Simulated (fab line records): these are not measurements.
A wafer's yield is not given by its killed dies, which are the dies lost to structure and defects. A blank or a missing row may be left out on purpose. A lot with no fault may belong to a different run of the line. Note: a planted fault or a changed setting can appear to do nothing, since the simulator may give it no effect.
Chamber matching || flow nand harc || pecvd-03 running NHARC_A_SLIT_DEP_23: 3 sister chambers
The step deposits SiON, target thk 100 nm. 20 wafers are shown with their chamber, then 10 later ones without.

WAFERS WITH THEIR CHAMBER
{"wafer": "L074.1", "chamber": 1, "showerhead vpp V (V)": 1205, "susceptor temp C (C)": 400.18, "heater power w (W)": 743}
{"wafer": "L074.5", "chamber": 0, "showerhead vpp V (V)": 1137, "susceptor temp C (C)": 399.93, "heater power w (W)": 736}
{"wafer": "L074.6", "chamber": 2, "showerhead vpp V (V)": 1196, "susceptor temp C (C)": 399.72, "heater power w (W)": 704}
{"wafer": "L078.1", "chamber": 0, "showerhead vpp V (V)": 1162, "susceptor temp C (C)": 400.17, "heater power w (W)": 790}
{"wafer": "L078.3", "chamber": 2, "showerhead vpp V (V)": 1211, "susceptor temp C (C)": 399.81, "heater power w (W)": 683}
{"wafer": "L078.6", "chamber": 1, "showerhead vpp V (V)": 1197, "susceptor temp C (C)": 400.22, "heater power w (W)": 706}
{"wafer": "L084.1", "chamber": 0, "showerhead vpp V (V)": 1169, "susceptor temp C (C)": 399.94, "heater power w (W)": 665}
{"wafer": "L084.5", "chamber": 1, "showerhead vpp V (V)": 1225, "susceptor temp C (C)": 399.93, "heater power w (W)": 743}
{"wafer": "L084.6", "chamber": 0, "showerhead vpp V (V)": 1158, "susceptor temp C (C)": 400.06, "heater power w (W)": 683}
{"wafer": "L085.3", "chamber": 1, "showerhead vpp V (V)": 1224, "susceptor temp C (C)": 400.37, "heater power w (W)": 690}
{"wafer": "L085.5", "chamber": 1, "showerhead vpp V (V)": 1209, "susceptor temp C (C)": 399.87, "heater power w (W)": 699}
{"wafer": "L085.6", "chamber": 0, "showerhead vpp V (V)": 1147, "susceptor temp C (C)": 400.13, "heater power w (W)": 727}
{"wafer": "L087.1", "chamber": 0, "showerhead vpp V (V)": 1151, "susceptor temp C (C)": 400.24, "heater power w (W)": 672}
{"wafer": "L087.5", "chamber": 0, "showerhead vpp V (V)": 1154, "susceptor temp C (C)": 399.94, "heater power w (W)": 665}
{"wafer": "L087.6", "chamber": 1, "showerhead vpp V (V)": 1207, "susceptor temp C (C)": 400.03, "heater power w (W)": 731}
{"wafer": "L088.1", "chamber": 0, "showerhead vpp V (V)": 1146, "susceptor temp C (C)": 399.85, "heater power w (W)": 645}
{"wafer": "L088.3", "chamber": 2, "showerhead vpp V (V)": 1206, "susceptor temp C (C)": 399.91, "heater power w (W)": 641}
{"wafer": "L088.6", "chamber": 1, "showerhead vpp V (V)": 1214, "susceptor temp C (C)": 399.69, "heater power w (W)": 726}
{"wafer": "L086.2", "chamber": 2, "showerhead vpp V (V)": 1218, "susceptor temp C (C)": 399.74, "heater power w (W)": 704}
{"wafer": "L086.4", "chamber": 0, "showerhead vpp V (V)": 1133, "susceptor temp C (C)": 399.82, "heater power w (W)": 712}

SIGNATURES, as means of the wafers listed above
{"reading": "showerhead vpp V", "chamber 0": 1150.78, "chamber 1": 1211.57, "chamber 2": 1207.75, "scatter within a chamber": 10.7}
{"reading": "susceptor temp C", "chamber 0": 400.0089, "chamber 1": 400.0414, "chamber 2": 399.7950, "scatter within a chamber": 0.175}
{"reading": "heater power w", "chamber 0": 699.44, "chamber 1": 719.71, "chamber 2": 683.00, "scatter within a chamber": 36.1}
Rule: for each reading, subtract the chamber's mean from the wafer's reading, divide by that reading's scatter and square the result; add these up over the readings and take the root, which gives the wafer's distance from the chamber. The wafer belongs to the nearest chamber; if the next one is less than 2 further off, it can't be placed. The scatter: take each reading less its chamber's mean, square it, sum over the shown wafers, divide by the number of wafers less the number of chambers, and take the root.

WAFERS WITH NO CHAMBER GIVEN
{"wafer": "L086.6", "showerhead vpp V (V)": 1191, "susceptor temp C (C)": 399.77, "heater power w (W)": 721}
{"wafer": "L094.3", "showerhead vpp V (V)": 1157, "susceptor temp C (C)": 400.00, "heater power w (W)": 711}
{"wafer": "L094.4", "showerhead vpp V (V)": 1222, "susceptor temp C (C)": 400.12, "heater power w (W)": 732}
{"wafer": "L094.6", "showerhead vpp V (V)": 1145, "susceptor temp C (C)": 399.73, "heater power w (W)": 714}
{"wafer": "L095.3", "showerhead vpp V (V)": 1217, "susceptor temp C (C)": 400.11, "heater power w (W)": 745}
{"wafer": "L095.5", "showerhead vpp V (V)": 1217, "susceptor temp C (C)": 399.94, "heater power w (W)": 749}
{"wafer": "L095.6", "showerhead vpp V (V)": 1142, "susceptor temp C (C)": 399.69, "heater power w (W)": 710}
{"wafer": "L096.1", "showerhead vpp V (V)": 1142, "susceptor temp C (C)": 399.94, "heater power w (W)": 679}
{"wafer": "L096.2", "showerhead vpp V (V)": 1187, "susceptor temp C (C)": 400.27, "heater power w (W)": 746}
{"wafer": "L096.5", "showerhead vpp V (V)": 1206, "susceptor temp C (C)": 400.31, "heater power w (W)": 654}

THE CHAMBER EACH PASSED THROUGH
{"wafer": "L086.6", "from the rows above": "can't be placed: 2 or 1", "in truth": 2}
{"wafer": "L094.3", "from the rows above": 0, "in truth": 0}
{"wafer": "L094.4", "from the rows above": "can't be placed: 1 or 2", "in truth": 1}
{"wafer": "L094.6", "from the rows above": 0, "in truth": 0}
{"wafer": "L095.3", "from the rows above": "can't be placed: 1 or 2", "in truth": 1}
{"wafer": "L095.5", "from the rows above": "can't be placed: 1 or 2", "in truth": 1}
{"wafer": "L095.6", "from the rows above": 0, "in truth": 0}
{"wafer": "L096.1", "from the rows above": 0, "in truth": 0}
{"wafer": "L096.2", "from the rows above": "can't be placed: 1 or 2 or 0", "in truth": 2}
{"wafer": "L096.5", "from the rows above": "can't be placed: 1 or 2", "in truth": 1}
Correctly placed: 4 of 10. Not placeable from these rows: 6 (in 6, the candidates include the true chamber). Wrongly placed: 0.
